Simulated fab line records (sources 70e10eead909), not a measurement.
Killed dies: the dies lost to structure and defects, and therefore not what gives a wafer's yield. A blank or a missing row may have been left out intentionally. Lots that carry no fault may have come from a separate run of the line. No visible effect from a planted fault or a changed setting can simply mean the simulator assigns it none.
fab line records | flow nandHarc
record lots=15 wafers=45 lastDay=34
route steps=1302 shown P_CONTACT@241 P_M0@260
lots untouched by any fault: they come from a run of this same line in which no faults occurred
startH: start of the lot's first displayed wafer, in hours after the record's first day | waitH: hours since the lot's step before | " the same as in the row above | L1.1+2: one row covering several wafers at once | - either no value or no given start | * or withheld: withheld | < > ~ a bound
route shown NAME@n: names a module that has steps shown in the file, with the first one's number in the route | usual: average and standard deviation across the fault-free wafers | same: alike in all rows | chamber/n: place in a boat | sites: the reading at each site | _std_site: the standard deviation of these | _edge_site: the outer-site mean with the inner-site mean subtracted | radiusMm: how far each site lies from the wafer's centre | mask NAME#n: copy n | behind: the tool/chamber that last shaped the wafer | hold: the reason the lot was held/the length of the hold in hours/how it ended | device: names the non-switching transistor (n, p or np) | end of line: the tests these same wafers got at the end of their route | a step with no rows: only its recipe | killed: not the wafer's yield, but the dies lost to structure and defects at the first sort | map: shows each die of a wafer: x if killed, . if not, _ if none is there
set.NAME: the setting the step ran with; set.NAME@STEP: the setting that earlier step ran with | model.NAME: the simulator's own value behind a step, which no gauge read
steps of the route over a sample of lots; a table a step, a row a wafer
services: from which hour (startH, from the record's first day; less than 0 if before it) a tool's chamber was out of use, for how many hours, and why
## steps
# step NHARC_P_CONTACT_CD_MEAS_19
# usual cdNm=89.4/1.7
# columns lot.wafer tool chamber startH waitH cdNm
L980.2 cdSem-03 - 119.64 - 91.9
L980.5 " - " " 90.9
L980.6 " - " " 90.9
L983.1 cdSem-01 - 145.74 - 91.9
L983.4 " - " " 90.3
L983.5 " - " " 91.7
L985.2 cdSem-03 - 169.09 - 88.3
L985.5 " - " " 89.1
L985.6 " - " " 90.9
L986.1 cdSem-01 - 186.97 - 93.5
L986.2 " - " " 91.6
L986.5 " - " " 91.5
L987.1 cdSem-03 - 198.52 - 93.9
L987.2 " - " " 89.7
L987.4 " - " " 89.1
L988.2 cdSem-02 - 199.35 - 88.5
L988.3 " - " " 91.0
L988.5 " - " " 88.6
L989.2 cdSem-02 - 209.33 - 90.6
L989.5 " - " " 87.2
L989.6 " - " " 91.8
L990.1 cdSem-02 - 218.01 - 90.1
L990.3 " - " " 89.5
L990.5 " - " " 87.3
L992.4 cdSem-02 - 232.75 - 88.5
L992.5 " - " " 90.6
L992.6 " - " " 90.2
L998.3 cdSem-02 - 298.41 - 88.1
L998.4 " - " " 90.6
L998.6 " - " " 90.3
L999.1 cdSem-01 - 305.53 - 92.1
L999.4 " - " " 91.3
L999.6 " - " " 91.1
L100.1 cdSem-03 - 326.02 - 88.3
L100.3 " - " " 90.6
L100.4 " - " " 88.1
L101.1 cdSem-03 - 328.46 - 88.9
L101.4 " - " " 86.9
L101.5 " - " " 86.7
L102.2 cdSem-03 - 343.04 - 87.0
L102.3 " - " " 87.3
L102.5 " - " " 86.2
L103.2 cdSem-01 - 352.00 - 87.5
L103.4 " - " " 91.9
L103.5 " - " " 87.5
# step NHARC_P_CONTACT_STRIP_28
# recipe o2FlowSccm=500 arFlowSccm=0 biasW=0 chemistry=O2
# usual drypumpMotorCurrentA=5.7/0.54 oesProductAu=0.997/0.0087 rfVppV=57.7/0.92 showerheadPlenumPTorr=3.55/0.14 throttleValvePct=17.037/0.0089
# columns lot.wafer tool chamber startH waitH drypumpMotorCurrentA oesProductAu rfHoursCounterH rfVppV showerheadPlenumPTorr throttleValvePct
L980.2 rieDiel-02 0 119.73 0.1 5.1 1.005 5.2 56.6 3.37 17.033
L980.5 " 3 " " 6.5 0.990 - 56.7 3.67 17.033
L980.6 " 0 " " 5.2 1.009 - 58.1 3.37 17.035
L983.4 rieDiel-02 1 145.82 0.1 6.1 0.992 6.1 59.0 3.68 17.051
L983.1 " 0 " " 5.1 0.993 6.1 57.9 3.37 17.048
L983.5 " 1 " " 6.1 0.997 - 58.0 3.68 17.029
L985.2 rieDiel-06 0 169.16 0.1 5.6 0.970 0.9 58.4 3.34 17.023
L985.5 " 0 " " 5.6 0.989 - 58.6 3.34 17.034
L985.6 " 1 " " 5.2 0.982 - 57.9 3.58 17.046
L986.2 rieDiel-05 2 187.06 0.1 5.5 1.012 3.3 58.7 3.73 17.043
L986.1 " 1 " " 4.9 0.979 3.4 58.8 3.57 17.048
L986.5 " 2 " " 5.5 1.012 - 57.3 3.73 17.026
L987.2 rieDiel-05 3 198.59 0.1 5.6 0.989 3.9 57.3 3.38 17.037
L987.4 " 0 " " 6.3 0.992 3.0 56.1 3.47 17.035
L987.1 " 2 " " 5.5 1.022 3.9 58.4 3.73 17.035
L988.2 rieDiel-02 1 199.42 0.1 6.1 0.993 8.8 57.9 3.68 17.038
L988.3 " 2 " " 4.9 1.005 8.3 57.8 3.51 17.022
L988.5 " 2 " " 4.9 1.010 - 57.3 3.51 17.025
L989.2 rieDiel-05 2 209.41 0.1 5.5 1.004 4.0 58.9 3.73 17.043
L989.6 " 3 " " 5.6 0.994 - 57.5 3.38 17.044
L989.5 " 0 " " 6.3 0.991 - 58.7 3.47 17.035
L990.1 rieDiel-06 0 218.08 0.1 5.6 0.996 2.5 58.0 3.34 17.038
L990.3 " 1 " " 5.2 0.996 2.6 58.0 3.58 17.055
L990.5 " 0 " " 5.6 0.991 - 57.0 3.34 17.035
L992.4 rieDiel-06 0 232.86 0.1 5.6 0.978 2.7 56.4 3.34 17.038
L992.5 " 1 " " 5.2 0.992 - 56.5 3.58 17.031
L992.6 " 2 " " 6.1 1.002 - 57.5 3.78 17.032
L998.4 rieDiel-06 2 298.49 0.1 6.1 0.989 5.5 56.9 3.78 17.040
L998.3 " 0 " " 5.6 0.988 5.3 56.3 3.34 17.041
L998.6 " 1 " " 5.2 0.994 - 58.5 3.58 17.022
L999.4 rieDiel-05 0 305.61 0.1 6.3 0.998 2.0 57.7 3.47 17.040
L999.1 " 1 " " 4.9 1.000 2.1 56.4 3.57 17.051
L999.6 " 1 " " 4.9 1.004 - 57.9 3.57 17.027
L100.3 rieDiel-05 3 326.10 0.1 5.6 0.997 2.9 57.4 3.38 17.043
L100.4 " 0 " " 6.4 0.994 2.5 57.5 3.47 17.047
L100.1 " 1 " " 4.9 0.996 2.8 57.5 3.57 17.045
L101.4 rieDiel-05 1 328.54 0.1 4.9 0.994 2.8 57.6 3.57 17.029
L101.1 " 2 " " 5.5 1.003 3.1 57.9 3.73 17.038
L101.5 " 1 " " 4.9 0.985 - 56.5 3.57 17.039
L102.2 rieDiel-05 2 343.14 0.1 5.5 1.001 3.2 58.2 3.73 17.032
L102.3 " 3 " " 5.6 0.995 3.1 56.4 3.38 17.038
L102.5 " 1 " " 4.9 0.997 - 56.6 3.57 17.039
L103.4 rieDiel-05 0 352.07 0.1 6.3 0.983 3.2 58.3 3.47 17.031
L103.2 " 1 " " 4.9 1.004 3.5 59.4 3.57 17.042
L103.5 " 1 " " 4.9 1.001 - 59.2 3.57 17.033
# step NHARC_P_M0_EXPOSE_06
# recipe na=1.35 targetCdNm=90 doseMj=81.28 maskId=P_M0
# usual exposureDoseMJCm2=81.20/0.084 focusOffsetNm=0.0/0.5
# columns lot.wafer tool chamber startH waitH mask exposureDoseMJCm2 focusOffsetNm
L980.2 arfiScanner-03 0 122.60 - P_M0#0 81.26 0.0
L980.5 " 0 " " P_M0#0 81.22 -0.2
L980.6 " 0 " " P_M0#0 81.22 0.3
L983.1 arfiScanner-01 0 148.71 - P_M0#0 81.21 0.1
L983.4 " 0 " " P_M0#0 81.21 0.2
L983.5 " 0 " " P_M0#0 81.19 0.5
L985.2 arfiScanner-01 0 171.93 - P_M0#0 81.18 -0.6
L985.5 " 0 " " P_M0#0 81.15 -0.2
L985.6 " 0 " " P_M0#0 81.23 0.2
L986.1 arfiScanner-03 0 189.95 - P_M0#0 81.32 -0.1
L986.2 " 0 " " P_M0#0 81.25 0.0
L986.5 " 0 " " P_M0#0 81.26 -0.2
L987.1 arfiScanner-02 0 201.50 - P_M0#0 81.31 -0.3
L987.2 " 0 " " P_M0#0 81.25 0.1
L987.4 " 0 " " P_M0#0 81.08 0.0
L988.2 arfiScanner-01 0 202.31 - P_M0#0 81.24 -0.4
L988.3 " 0 " " P_M0#0 81.29 -0.2
L988.5 " 0 " " P_M0#0 81.18 -0.1
L989.2 arfiScanner-03 - 212.36 - P_M0#0 - -
L989.5 " - " " P_M0#0 - -
L989.6 " - " " P_M0#0 - -
L990.1 arfiScanner-01 - 220.98 - P_M0#0 - -
L990.3 " - " " P_M0#0 - -
L990.5 " - " " P_M0#0 - -
L992.4 arfiScanner-02 - 235.71 - P_M0#0 - -
L992.5 " - " " P_M0#0 - -
L992.6 " - " " P_M0#0 - -
L998.3 arfiScanner-03 0 301.27 - P_M0#0 81.10 0.4
L998.4 " 0 " " P_M0#0 81.20 -0.5
L998.6 " 0 " " P_M0#0 81.20 -0.1
L999.1 arfiScanner-02 0 309.04 - P_M0#0 81.15 -0.6
L999.4 " 0 " " P_M0#0 81.11 -0.5
L999.6 " 0 " " P_M0#0 81.19 -0.2
L100.1 arfiScanner-01 0 329.05 - P_M0#0 81.14 -0.6
L100.3 " 0 " " P_M0#0 81.06 -0.8
L100.4 " 0 " " P_M0#0 81.02 -1.1
L101.1 arfiScanner-03 0 331.43 - P_M0#0 81.12 0.6
L101.4 " 0 " " P_M0#0 81.21 -0.5
L101.5 " 0 " " P_M0#0 81.21 0.0
L102.2 arfiScanner-02 0 346.03 - P_M0#0 81.31 -1.6
L102.3 " 0 " " P_M0#0 81.37 -1.0
L102.5 " 0 " " P_M0#0 81.29 -0.2
L103.2 arfiScanner-03 0 354.99 - P_M0#0 81.23 -0.1
L103.4 " 0 " " P_M0#0 81.28 0.1
L103.5 " 0 " " P_M0#0 81.23 -0.4
# step NHARC_P_M0_DESCUM_14
# recipe timeS=3 o2FlowSccm=200 arFlowSccm=0 biasPowerW=0 chemistry=O2
# usual drypumpMotorCurrentA=5.8/0.44 oesProductAu=0.997/0.0085 rfVppV=57.5/0.84 showerheadPlenumPTorr=1.86/0.056 throttleValvePct=11.310/0.0096
# same timeS=3
# columns lot.wafer tool chamber startH waitH drypumpMotorCurrentA oesProductAu rfHoursCounterH rfVppV showerheadPlenumPTorr throttleValvePct
L980.2 rieDiel-13 2 122.93 0.1 6.2 0.989 40 58.4 1.80 11.322
L980.5 " 1 " " 5.6 0.997 - 57.7 1.83 11.312
L980.6 " 2 " " 6.2 0.989 - 55.8 1.80 11.328
L983.1 rieDiel-13 1 149.04 0.1 5.6 0.987 55 57.4 1.82 11.315
L983.4 " 3 " " 5.4 1.002 47 59.5 1.87 11.319
L983.5 " 0 " " 5.7 1.008 - 58.4 1.92 11.307
L985.2 rieDiel-12 0 172.28 0.1 5.6 0.991 12 57.2 1.79 11.313
L985.6 " 1 " " 6.4 0.997 - 56.4 1.86 11.326
L985.5 " 2 " " 5.2 1.011 - 57.4 1.93 11.320
L986.1 rieDiel-10 3 190.27 0.1 6.0 0.996 38 59.0 1.86 11.323
L986.2 " 0 " " 5.6 0.992 35 56.0 1.92 11.311
L986.5 " 3 " " 6.0 1.000 - 58.2 1.86 11.318
L987.2 rieDiel-12 3 201.83 0.1 6.4 0.981 12 57.3 1.90 11.311
L987.1 " 0 " " 5.6 0.986 15 56.4 1.78 11.304
L987.4 " 1 " " 6.4 0.999 14 58.1 1.85 11.309
L988.3 rieDiel-12 1 202.65 0.1 6.4 1.007 14 57.1 1.85 11.319
L988.2 " 2 " " 5.2 1.007 13 58.9 1.93 11.300
L988.5 " 3 " " 6.4 0.999 - 57.5 1.90 11.320
L989.2 rieDiel-13 3 212.90 0.3 5.5 1.002 14 58.4 1.86 11.315
L989.6 " 1 " " 5.6 0.995 - 57.7 1.82 11.307
L989.5 " 2 " " 6.2 0.989 - 56.7 1.79 11.307
L990.1 rieDiel-12 3 221.76 0.5 6.4 0.990 16 56.8 1.90 11.302
L990.3 " 0 " " 5.6 0.996 18 58.1 1.78 11.318
L990.5 " 2 " " 5.2 1.000 - 58.8 1.93 11.322
L992.5 rieDiel-12 0 236.06 0.1 5.6 0.988 - 57.1 1.78 11.291
L992.6 " 2 " " 5.2 1.011 - 58.2 1.93 11.316
L992.4 " 3 " " 6.4 0.985 - 57.6 1.90 11.306
L998.4 rieDiel-10 3 301.59 0.1 6.0 1.006 16 58.2 1.85 11.293
L998.3 " 1 " " 5.5 1.000 17 57.1 1.93 11.327
L998.6 " 0 " " 5.6 1.004 - 58.2 1.91 11.315
L999.1 rieDiel-12 0 309.39 0.1 5.6 1.000 5 58.0 1.78 11.300
L999.4 " 3 " " 6.4 0.999 4 57.6 1.90 11.304
L999.6 " 0 " " 5.6 0.978 - 57.5 1.78 11.309
L100.3 rieDiel-12 3 329.39 0.1 6.4 0.992 7 58.1 1.90 11.305
L100.4 " 0 " " 5.6 1.008 8 56.8 1.78 11.306
L100.1 " 2 " " 5.2 1.008 7 55.6 1.92 11.314
L101.1 rieDiel-12 0 331.78 0.1 5.6 0.989 8 56.1 1.78 11.309
L101.4 " 1 " " 6.4 0.991 8 56.9 1.85 11.308
L101.5 " 3 " " 6.4 0.995 - 59.1 1.90 11.310
L102.2 rieDiel-12 1 346.36 0.1 6.4 1.000 12 58.5 1.85 11.298
L102.3 " 0 " " 5.6 1.008 12 57.4 1.78 11.306
L102.5 " 0 " " 5.6 1.003 - 57.9 1.78 11.306
L103.2 rieDiel-12 3 355.33 0.1 6.4 0.997 12 58.0 1.89 11.309
L103.4 " 0 " " 5.6 1.005 - 59.0 1.78 11.323
L103.5 " 1 " " 6.4 0.996 - 56.5 1.85 11.312
## services
# columns tool chamber startH hours kind
rieDiel-06 1 100.79 2.9 repair
rieDiel-06 - 130.28 9.0 pm
arfiScanner-02 - 131.54 0.5 repair
rieDiel-12 3 136.26 14.0 repair
arfiScanner-02 - 140.80 4.0 pm
rieDiel-05 0 158.03 16.1 repair
arfiScanner-01 - 172.49 0.9 repair
arfiScanner-03 - 177.47 1.9 repair
arfiScanner-03 - 196.00 4.0 pm
arfiScanner-01 - 202.76 10.5 repair
rieDiel-05 1 205.40 10.0 repair
arfiScanner-03 - 226.37 9.8 repair
rieDiel-05 - 229.60 9.0 pm
rieDiel-12 1 232.76 6.4 repair
arfiScanner-01 - 252.00 4.0 pm
rieDiel-12 1 253.50 5.2 repair
rieDiel-05 3 257.40 6.3 repair
rieDiel-05 2 267.72 5.3 repair
rieDiel-12 - 268.60 9.0 pm
arfiScanner-03 - 299.66 1.2 repair
arfiScanner-03 - 322.77 0.5 repair
rieDiel-05 2 335.30 4.3 repair
rieDiel-12 2 335.39 2.9 repair
rieDiel-12 2 338.56 23.1 repair
## key
firstSign step=NHARC_P_M0_EXPOSE_06 reading=toolRecord direction=missing
effect none on later readings
metAt NHARC_P_M0_EXPOSE_06
struckLots L989,L990,L992
laterRowsLeftOut L989.2,L989.5,L989.6,L990.1,L990.3,L990.5,L992.4,L992.5,L992.6
sortLeftOut L989.2,L989.5,L989.6,L990.1,L990.3,L990.5,L992.4,L992.5,L992.6
notActingAt NHARC_P_CONTACT_CD_MEAS_19,NHARC_P_CONTACT_STRIP_28,NHARC_P_M0_DESCUM_14
onsetBetween 202.31 212.36
fault kind=skippedStepWhole tool=arfiScanner-01,arfiScanner-02,arfiScanner-03 chamber=- onsetH=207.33 steps=NHARC_P_M0_EXPOSE_06 scope=struckLotsOnly
# sortLeftOut: the simulated sort isn't trusted on such a fault, so these wafers' sort isn't shown, and their yield isn't known
# laterRowsLeftOut: the simulator's readings of these wafers behind a module that went badly wrong aren't trusted and aren't shown, but for the sort
